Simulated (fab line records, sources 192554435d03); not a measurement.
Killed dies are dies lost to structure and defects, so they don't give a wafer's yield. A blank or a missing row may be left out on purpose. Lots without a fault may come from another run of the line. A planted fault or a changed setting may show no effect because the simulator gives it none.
Chamber matching | flow n5_finfet | N5_BEOL_M10_ETCH_61 on rie_diel-06: 4 sister chambers
The step etches SiARC in CF4, target depth 39 nm, time 65 s. 4 wafers are shown with their chamber, then 8 later ones without.

WAFERS WITH THEIR CHAMBER
wafer  | chamber | showerhead_plenum_p_Torr (Torr)
L086.1 | 1       | 2.10
L088.3 | 0       | 2.10
L088.5 | 3       | 2.14
L091.2 | 2       | 2.27

WAFERS WITHOUT THEIR CHAMBER
wafer  | showerhead_plenum_p_Torr (Torr)
L091.3 | 2.27
L091.4 | 2.14
L093.2 | 2.09
L093.4 | 2.26
L093.5 | 2.09
L094.1 | 2.13
L094.4 | 2.10
L094.6 | 2.26

WHICH CHAMBER EACH WENT THROUGH
wafer  | from the rows above     | in truth
L091.3 | 2                       | 2
L091.4 | 3                       | 3
L093.2 | can't be placed: 0 or 1 | 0
L093.4 | 2                       | 2
L093.5 | can't be placed: 0 or 1 | 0
L094.1 | 3                       | 3
L094.4 | can't be placed: 0 or 1 | 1
L094.6 | 2                       | 2
Placed correctly: 5 of 8. Can't be placed from these rows: 3 (the true chamber is among the candidates in 3). Placed wrongly: 0.
How it was worked out, from the rows above alone: a wafer's distance from a chamber is the root of the sum, over the readings, of the square of ((its reading less the chamber's mean) divided by the reading's scatter). The wafer belongs to the nearest chamber; if the next one is less than 2 further off, it can't be placed. A chamber's mean is the mean of its shown wafers. The scatter: with one shown wafer a chamber, the root of the mean of the squares of how far each hidden wafer lies from its nearest shown one.
